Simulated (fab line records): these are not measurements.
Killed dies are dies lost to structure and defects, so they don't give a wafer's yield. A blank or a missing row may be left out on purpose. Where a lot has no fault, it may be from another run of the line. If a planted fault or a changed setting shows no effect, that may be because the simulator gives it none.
fab line records / flow nand_harc / part 2 of 2: steps 24 to 36 of 36
record lots=5 wafers=15 last_day=23
route steps=1159 shown A_CONTACT@864
lots that met no fault: from a run of the same line without faults
start_h: hours from the record's opening day to when the first of the lot's shown wafers began / wait_h: hours since the lot's step before / " identical to the entry in the row above / L1.1+2: a single row standing in for several wafers / - either no value or no given start / * or withheld: withheld / < > ~ a bound
route shown NAME@n: a module of which the file shows steps, and the number in the route of the first / usual: mean/standard deviation of fault-free wafers / same: alike in all rows / chamber/n: place in a boat / sites: readings site by site / _std_site: the standard deviation of these / _edge_site: inner sites' mean taken away from outer sites' mean / radius_mm: how far each site lies from the wafer's centre / mask NAME#n: copy n / behind: the last tool/chamber to shape the wafer / hold: why the lot went on hold/how many hours it stayed there/how the hold came to an end / device: which transistor (n, p or np) failed to switch / end of line: the tests these same wafers got at the end of their route / a step with no rows: only its recipe / killed: the dies lost at the first sort to structure and to defects; this is not the yield of the wafer / map: dies across one wafer; x = killed, . = not, _ = none there
set.NAME: the setting as run; set.NAME@STEP: as run at that earlier step / model.NAME: the simulator's own value behind a step, which no gauge read
certain route steps with their lots: each step a table, each wafer a row
services: the hour from which a tool's chamber was out of use, counted from the record's first day as start_h (under 0 if before that day), plus the number of hours and why
## steps
# step NHARC_A_CONTACT_HMDS_60
# recipe time_s=30
lot.wafer=L076.1+3+5 tool=litho_track-04 chamber=0 start_h=- wait_h=-
lot.wafer=L083.2+3+5 tool=litho_track-01 chamber=0 start_h=- wait_h=-
lot.wafer=L084.3+4+6 tool=litho_track-04 chamber=0 start_h=- wait_h=-
lot.wafer=L089.1+3+6 tool=litho_track-04 chamber=0 start_h=- wait_h=-
lot.wafer=L091.2+3+6 tool=litho_track-01 chamber=0 start_h=- wait_h=-
# step NHARC_A_CONTACT_COAT_61
# recipe temp_c=260 time_s=75
lot.wafer=L076.1+3+5 tool=litho_track-04 chamber=0 start_h=- wait_h=-
lot.wafer=L083.2+3+5 tool=litho_track-01 chamber=0 start_h=- wait_h=-
lot.wafer=L084.3+4+6 tool=litho_track-04 chamber=0 start_h=- wait_h=-
lot.wafer=L089.1+3+6 tool=litho_track-04 chamber=0 start_h=- wait_h=-
lot.wafer=L091.2+3+6 tool=litho_track-01 chamber=0 start_h=- wait_h=-
# step NHARC_A_CONTACT_COAT_62
# recipe temp_c=225 time_s=65
lot.wafer=L076.1+3+5 tool=litho_track-04 chamber=0 start_h=- wait_h=-
lot.wafer=L083.2+3+5 tool=litho_track-01 chamber=0 start_h=- wait_h=-
lot.wafer=L084.3+4+6 tool=litho_track-04 chamber=0 start_h=- wait_h=-
lot.wafer=L089.1+3+6 tool=litho_track-04 chamber=0 start_h=- wait_h=-
lot.wafer=L091.2+3+6 tool=litho_track-01 chamber=0 start_h=- wait_h=-
# step NHARC_A_CONTACT_COAT_63
# recipe spin_rpm=1500 resist_thk_nm=90
lot.wafer=L076.1+3+5 tool=litho_track-04 chamber=0 start_h=- wait_h=-
lot.wafer=L083.2+3+5 tool=litho_track-01 chamber=0 start_h=- wait_h=-
lot.wafer=L084.3+4+6 tool=litho_track-04 chamber=0 start_h=- wait_h=-
lot.wafer=L089.1+3+6 tool=litho_track-04 chamber=0 start_h=- wait_h=-
lot.wafer=L091.2+3+6 tool=litho_track-01 chamber=0 start_h=- wait_h=-
# step NHARC_A_CONTACT_SOFTBAKE_64
# recipe temp_c=105 time_s=55
lot.wafer=L076.1+3+5 tool=litho_track-04 chamber=0 start_h=- wait_h=-
lot.wafer=L083.2+3+5 tool=litho_track-01 chamber=0 start_h=- wait_h=-
lot.wafer=L084.3+4+6 tool=litho_track-04 chamber=0 start_h=- wait_h=-
lot.wafer=L089.1+3+6 tool=litho_track-04 chamber=0 start_h=- wait_h=-
lot.wafer=L091.2+3+6 tool=litho_track-01 chamber=0 start_h=- wait_h=-
# step NHARC_A_CONTACT_EBR_65
lot.wafer=L076.1+3+5 tool=litho_track-04 chamber=0 start_h=- wait_h=-
lot.wafer=L083.2+3+5 tool=litho_track-01 chamber=0 start_h=- wait_h=-
lot.wafer=L084.3+4+6 tool=litho_track-04 chamber=0 start_h=- wait_h=-
lot.wafer=L089.1+3+6 tool=litho_track-04 chamber=0 start_h=- wait_h=-
lot.wafer=L091.2+3+6 tool=litho_track-01 chamber=0 start_h=- wait_h=-
# step NHARC_A_CONTACT_EXPOSE_66
# recipe na=1.35 sigma_outer=0.8 dose_mj=59.02 mask_id=A_CC_2
# usual stage_vel_mm_s=500.01/0.26
lot.wafer=L076.1 tool=arfi_scanner-01 chamber=0 start_h=388.97 wait_h=- mask=A_CC_2#0 stage_vel_mm_s=499.80
lot.wafer=L076.3 tool=arfi_scanner-01 chamber=0 start_h=388.97 wait_h=- mask=A_CC_2#0 stage_vel_mm_s=499.77
lot.wafer=L076.5 tool=arfi_scanner-01 chamber=0 start_h=388.97 wait_h=- mask=A_CC_2#0 stage_vel_mm_s=499.53
lot.wafer=L083.2 tool=arfi_scanner-01 chamber=0 start_h=430.23 wait_h=- mask=A_CC_2#0 stage_vel_mm_s=500.51
lot.wafer=L083.3 tool=arfi_scanner-01 chamber=0 start_h=430.23 wait_h=- mask=A_CC_2#0 stage_vel_mm_s=500.22
lot.wafer=L083.5 tool=arfi_scanner-01 chamber=0 start_h=430.23 wait_h=- mask=A_CC_2#0 stage_vel_mm_s=500.66
lot.wafer=L084.3 tool=arfi_scanner-03 chamber=0 start_h=434.97 wait_h=- mask=A_CC_2#0 stage_vel_mm_s=500.27
lot.wafer=L084.4 tool=arfi_scanner-03 chamber=0 start_h=434.97 wait_h=- mask=A_CC_2#0 stage_vel_mm_s=499.91
lot.wafer=L084.6 tool=arfi_scanner-03 chamber=0 start_h=434.97 wait_h=- mask=A_CC_2#0 stage_vel_mm_s=500.13
lot.wafer=L089.1 tool=arfi_scanner-03 chamber=0 start_h=464.16 wait_h=- mask=A_CC_2#0 stage_vel_mm_s=500.25
lot.wafer=L089.3 tool=arfi_scanner-03 chamber=0 start_h=464.16 wait_h=- mask=A_CC_2#0 stage_vel_mm_s=500.30
lot.wafer=L089.6 tool=arfi_scanner-03 chamber=0 start_h=464.16 wait_h=- mask=A_CC_2#0 stage_vel_mm_s=500.36
lot.wafer=L091.2 tool=arfi_scanner-02 chamber=0 start_h=470.37 wait_h=- mask=A_CC_2#0 stage_vel_mm_s=499.67
lot.wafer=L091.3 tool=arfi_scanner-02 chamber=0 start_h=470.37 wait_h=- mask=A_CC_2#0 stage_vel_mm_s=500.07
lot.wafer=L091.6 tool=arfi_scanner-02 chamber=0 start_h=470.37 wait_h=- mask=A_CC_2#0 stage_vel_mm_s=500.03
# step NHARC_A_CONTACT_PEB_67
# recipe peb_temp_c=100 peb_time_s=65
lot.wafer=L076.1+3+5 tool=litho_track-06 chamber=0 start_h=389.03 wait_h=0.1
lot.wafer=L083.2+3+5 tool=litho_track-04 chamber=0 start_h=430.29 wait_h=0.1
lot.wafer=L084.3+4+6 tool=litho_track-01 chamber=0 start_h=435.03 wait_h=0.0
lot.wafer=L089.1+3+6 tool=litho_track-01 chamber=0 start_h=464.22 wait_h=0.1
lot.wafer=L091.2+3+6 tool=litho_track-04 chamber=0 start_h=470.43 wait_h=0.1
# step NHARC_A_CONTACT_DEVELOP_68
# recipe develop_time_s=35 dev_temp_c=23
# same develop_time_s=35
lot.wafer=L076.1+3+5 tool=litho_track-06 chamber=0 start_h=- wait_h=-
lot.wafer=L083.2+3+5 tool=litho_track-04 chamber=0 start_h=- wait_h=-
lot.wafer=L084.3+4+6 tool=litho_track-01 chamber=0 start_h=- wait_h=-
lot.wafer=L089.1+3+6 tool=litho_track-01 chamber=0 start_h=- wait_h=-
lot.wafer=L091.2+3+6 tool=litho_track-04 chamber=0 start_h=- wait_h=-
# step NHARC_A_CONTACT_CD_MEAS_69
# recipe target_cd_nm=200 landing_energy_ev=500
# usual cd_nm=200.2/0.52
lot.wafer=L076.1 tool=cd_sem-01 chamber=0 start_h=389.11 wait_h=- cd_nm=200.1
lot.wafer=L076.3 tool=cd_sem-01 chamber=0 start_h=389.11 wait_h=- cd_nm=199.2
lot.wafer=L076.5 tool=cd_sem-01 chamber=0 start_h=389.11 wait_h=- cd_nm=199.1
lot.wafer=L083.2 tool=cd_sem-01 chamber=0 start_h=430.37 wait_h=- cd_nm=200.0
lot.wafer=L083.3 tool=cd_sem-01 chamber=0 start_h=430.37 wait_h=- cd_nm=200.2
lot.wafer=L083.5 tool=cd_sem-01 chamber=0 start_h=430.37 wait_h=- cd_nm=199.6
lot.wafer=L084.3 tool=cd_sem-03 chamber=0 start_h=435.11 wait_h=- cd_nm=200.2
lot.wafer=L084.4 tool=cd_sem-03 chamber=0 start_h=435.11 wait_h=- cd_nm=200.4
lot.wafer=L084.6 tool=cd_sem-03 chamber=0 start_h=435.11 wait_h=- cd_nm=200.7
lot.wafer=L089.1 tool=cd_sem-03 chamber=0 start_h=464.30 wait_h=- cd_nm=200.7
lot.wafer=L089.3 tool=cd_sem-03 chamber=0 start_h=464.30 wait_h=- cd_nm=199.7
lot.wafer=L089.6 tool=cd_sem-03 chamber=0 start_h=464.30 wait_h=- cd_nm=201.2
lot.wafer=L091.2 tool=cd_sem-01 chamber=0 start_h=470.51 wait_h=- cd_nm=201.0
lot.wafer=L091.3 tool=cd_sem-01 chamber=0 start_h=470.51 wait_h=- cd_nm=200.7
lot.wafer=L091.6 tool=cd_sem-01 chamber=0 start_h=470.51 wait_h=- cd_nm=201.1
# step NHARC_A_CONTACT_OVL_MEAS_70
# usual overlay_x_nm=0.0/0.69 overlay_y_nm=0.2/0.75
lot.wafer=L076.1 tool=overlay-02 chamber=- start_h=389.20 wait_h=- overlay_x_nm=-0.1 overlay_y_nm=-2.6
lot.wafer=L076.3 tool=overlay-02 chamber=- start_h=389.20 wait_h=- overlay_x_nm=-0.1 overlay_y_nm=-1.8
lot.wafer=L076.5 tool=overlay-02 chamber=- start_h=389.20 wait_h=- overlay_x_nm=-0.2 overlay_y_nm=-1.4
lot.wafer=L083.2 tool=overlay-01 chamber=- start_h=430.46 wait_h=- overlay_x_nm=0.3 overlay_y_nm=-0.7
lot.wafer=L083.3 tool=overlay-01 chamber=- start_h=430.46 wait_h=- overlay_x_nm=0.3 overlay_y_nm=-1.0
lot.wafer=L083.5 tool=overlay-01 chamber=- start_h=430.46 wait_h=- overlay_x_nm=0.4 overlay_y_nm=-0.9
lot.wafer=L084.3 tool=overlay-02 chamber=- start_h=435.19 wait_h=- overlay_x_nm=0.1 overlay_y_nm=0.2
lot.wafer=L084.4 tool=overlay-02 chamber=- start_h=435.19 wait_h=- overlay_x_nm=0.2 overlay_y_nm=0.6
lot.wafer=L084.6 tool=overlay-02 chamber=- start_h=435.19 wait_h=- overlay_x_nm=0.5 overlay_y_nm=0.7
lot.wafer=L089.1 tool=overlay-02 chamber=- start_h=464.39 wait_h=- overlay_x_nm=-0.4 overlay_y_nm=-0.2
lot.wafer=L089.3 tool=overlay-02 chamber=- start_h=464.39 wait_h=- overlay_x_nm=-0.2 overlay_y_nm=-0.4
lot.wafer=L089.6 tool=overlay-02 chamber=- start_h=464.39 wait_h=- overlay_x_nm=-0.7 overlay_y_nm=0.0
lot.wafer=L091.2 tool=overlay-02 chamber=- start_h=470.60 wait_h=- overlay_x_nm=-0.3 overlay_y_nm=2.3
lot.wafer=L091.3 tool=overlay-02 chamber=- start_h=470.60 wait_h=- overlay_x_nm=-0.7 overlay_y_nm=1.3
lot.wafer=L091.6 tool=overlay-02 chamber=- start_h=470.60 wait_h=- overlay_x_nm=0.0 overlay_y_nm=2.5
# step NHARC_A_CONTACT_INSPECT_71
# usual raw_defect_count=27/15
lot.wafer=L076.1 tool=defect_inspect-01 chamber=- start_h=389.23 wait_h=0.0 raw_defect_count=13
lot.wafer=L076.3 tool=defect_inspect-01 chamber=- start_h=389.23 wait_h=0.0 raw_defect_count=14
lot.wafer=L076.5 tool=defect_inspect-01 chamber=- start_h=389.23 wait_h=0.0 raw_defect_count=8
lot.wafer=L083.2 tool=defect_inspect-02 chamber=- start_h=430.50 wait_h=0.0 raw_defect_count=17
lot.wafer=L083.3 tool=defect_inspect-02 chamber=- start_h=430.50 wait_h=0.0 raw_defect_count=7
lot.wafer=L083.5 tool=defect_inspect-02 chamber=- start_h=430.50 wait_h=0.0 raw_defect_count=10
lot.wafer=L084.3 tool=defect_inspect-02 chamber=- start_h=435.23 wait_h=0.0 raw_defect_count=40
lot.wafer=L084.4 tool=defect_inspect-02 chamber=- start_h=435.23 wait_h=0.0 raw_defect_count=33
lot.wafer=L084.6 tool=defect_inspect-02 chamber=- start_h=435.23 wait_h=0.0 raw_defect_count=43
lot.wafer=L089.1 tool=defect_inspect-01 chamber=- start_h=464.42 wait_h=0.0 raw_defect_count=25
lot.wafer=L089.3 tool=defect_inspect-01 chamber=- start_h=464.42 wait_h=0.0 raw_defect_count=35
lot.wafer=L089.6 tool=defect_inspect-01 chamber=- start_h=464.42 wait_h=0.0 raw_defect_count=32
lot.wafer=L091.2 tool=defect_inspect-02 chamber=- start_h=470.63 wait_h=0.0 raw_defect_count=27
lot.wafer=L091.3 tool=defect_inspect-02 chamber=- start_h=470.63 wait_h=0.0 raw_defect_count=27
lot.wafer=L091.6 tool=defect_inspect-02 chamber=- start_h=470.63 wait_h=0.0 raw_defect_count=24
# step NHARC_A_CONTACT_DESCUM_74
# recipe time_s=3 o2_flow_sccm=200 ar_flow_sccm=0 bias_power_w=0 chemistry=O2
# usual drypump_motor_current_A=5.9/0.42 oes_product_au=1.003/0.0091 rf_vpp_V=57.7/0.86 showerhead_plenum_p_Torr=1.90/0.053 throttle_valve_pct=11.311/0.01
lot.wafer=L076.3 tool=rie_diel-11 chamber=0 start_h=389.29 wait_h=0.1 drypump_motor_current_A=6.0 oes_product_au=1.005 rf_hours_counter_h=3 rf_vpp_V=57.1 showerhead_plenum_p_Torr=1.91 throttle_valve_pct=11.312
lot.wafer=L076.1 tool=rie_diel-11 chamber=1 start_h=389.29 wait_h=0.1 drypump_motor_current_A=6.6 oes_product_au=1.001 rf_hours_counter_h=3 rf_vpp_V=57.1 showerhead_plenum_p_Torr=1.92 throttle_valve_pct=11.298
lot.wafer=L076.5 tool=rie_diel-11 chamber=1 start_h=389.29 wait_h=0.1 drypump_motor_current_A=6.6 oes_product_au=1.003 rf_hours_counter_h=- rf_vpp_V=57.4 showerhead_plenum_p_Torr=1.92 throttle_valve_pct=11.323
lot.wafer=L083.3 tool=rie_diel-11 chamber=3 start_h=430.60 wait_h=0.1 drypump_motor_current_A=6.0 oes_product_au=0.998 rf_hours_counter_h=12 rf_vpp_V=57.9 showerhead_plenum_p_Torr=1.86 throttle_valve_pct=11.306
lot.wafer=L083.2 tool=rie_diel-11 chamber=0 start_h=430.60 wait_h=0.1 drypump_motor_current_A=6.0 oes_product_au=1.008 rf_hours_counter_h=12 rf_vpp_V=58.2 showerhead_plenum_p_Torr=1.91 throttle_valve_pct=11.331
lot.wafer=L083.5 tool=rie_diel-11 chamber=1 start_h=430.60 wait_h=0.1 drypump_motor_current_A=6.6 oes_product_au=1.002 rf_hours_counter_h=- rf_vpp_V=56.5 showerhead_plenum_p_Torr=1.92 throttle_valve_pct=11.302
lot.wafer=L084.4 tool=rie_diel-08 chamber=3 start_h=435.35 wait_h=0.1 drypump_motor_current_A=5.8 oes_product_au=1.001 rf_hours_counter_h=45 rf_vpp_V=58.7 showerhead_plenum_p_Torr=1.87 throttle_valve_pct=11.304
lot.wafer=L084.3 tool=rie_diel-08 chamber=0 start_h=435.35 wait_h=0.1 drypump_motor_current_A=6.2 oes_product_au=0.991 rf_hours_counter_h=44 rf_vpp_V=56.5 showerhead_plenum_p_Torr=1.91 throttle_valve_pct=11.308
lot.wafer=L084.6 tool=rie_diel-08 chamber=2 start_h=435.35 wait_h=0.1 drypump_motor_current_A=5.5 oes_product_au=0.998 rf_hours_counter_h=- rf_vpp_V=57.8 showerhead_plenum_p_Torr=1.94 throttle_valve_pct=11.313
lot.wafer=L089.1 tool=rie_diel-13 chamber=0 start_h=464.50 wait_h=0.1 drypump_motor_current_A=5.4 oes_product_au=0.989 rf_hours_counter_h=0 rf_vpp_V=57.7 showerhead_plenum_p_Torr=1.80 throttle_valve_pct=11.323
lot.wafer=L089.3 tool=rie_diel-13 chamber=1 start_h=464.50 wait_h=0.1 drypump_motor_current_A=5.2 oes_product_au=1.008 rf_hours_counter_h=0 rf_vpp_V=58.4 showerhead_plenum_p_Torr=1.86 throttle_valve_pct=11.302
lot.wafer=L089.6 tool=rie_diel-13 chamber=2 start_h=464.50 wait_h=0.1 drypump_motor_current_A=5.7 oes_product_au=1.004 rf_hours_counter_h=- rf_vpp_V=59.3 showerhead_plenum_p_Torr=1.97 throttle_valve_pct=11.314
lot.wafer=L091.3 tool=rie_diel-11 chamber=3 start_h=470.71 wait_h=0.1 drypump_motor_current_A=6.0 oes_product_au=1.005 rf_hours_counter_h=22 rf_vpp_V=57.6 showerhead_plenum_p_Torr=1.86 throttle_valve_pct=11.314
lot.wafer=L091.2 tool=rie_diel-11 chamber=0 start_h=470.71 wait_h=0.1 drypump_motor_current_A=6.0 oes_product_au=0.997 rf_hours_counter_h=20 rf_vpp_V=57.4 showerhead_plenum_p_Torr=1.90 throttle_valve_pct=11.312
lot.wafer=L091.6 tool=rie_diel-11 chamber=2 start_h=470.71 wait_h=0.1 drypump_motor_current_A=5.3 oes_product_au=0.997 rf_hours_counter_h=- rf_vpp_V=57.1 showerhead_plenum_p_Torr=1.98 throttle_valve_pct=11.318
## services
tool=rie_diel-11 chamber=- start_h=366.63 hours=9.0 kind=pm
tool=rie_diel-11 chamber=0 start_h=366.63 hours=9.0 kind=vent_cycle
tool=rie_diel-11 chamber=1 start_h=366.63 hours=9.0 kind=vent_cycle
tool=rie_diel-11 chamber=2 start_h=366.63 hours=9.0 kind=vent_cycle
tool=rie_diel-11 chamber=3 start_h=366.63 hours=9.0 kind=vent_cycle
tool=arfi_scanner-01 chamber=- start_h=368.00 hours=4.0 kind=pm
tool=wet_bench-05 chamber=- start_h=372.80 hours=8.0 kind=pm
tool=rie_diel-11 chamber=0 start_h=375.63 hours=- kind=clean
tool=rie_diel-11 chamber=1 start_h=375.63 hours=- kind=clean
tool=rie_diel-11 chamber=2 start_h=375.63 hours=- kind=clean
tool=rie_diel-11 chamber=3 start_h=375.63 hours=- kind=clean
tool=rie_diel-11 chamber=2 start_h=386.94 hours=17.8 kind=repair
tool=wet_bench-01 chamber=- start_h=389.60 hours=8.0 kind=pm
tool=rie_diel-11 chamber=0 start_h=400.22 hours=- kind=clean
tool=acl_dep-03 chamber=- start_h=406.40 hours=13.0 kind=pm
tool=rie_diel-13 chamber=3 start_h=406.65 hours=3.8 kind=repair
tool=rie_diel-08 chamber=1 start_h=406.89 hours=2.9 kind=repair
tool=arfi_scanner-02 chamber=- start_h=428.00 hours=4.0 kind=pm
tool=rie_diel-13 chamber=1 start_h=434.77 hours=22.8 kind=repair
tool=arfi_scanner-01 chamber=- start_h=435.87 hours=1.3 kind=repair
tool=rie_diel-11 chamber=0 start_h=437.48 hours=8.0 kind=repair
tool=litho_track-01 chamber=- start_h=443.00 hours=7.0 kind=pm
tool=rie_diel-13 chamber=- start_h=453.66 hours=9.0 kind=pm
tool=litho_track-06 chamber=- start_h=467.00 hours=7.0 kind=pm
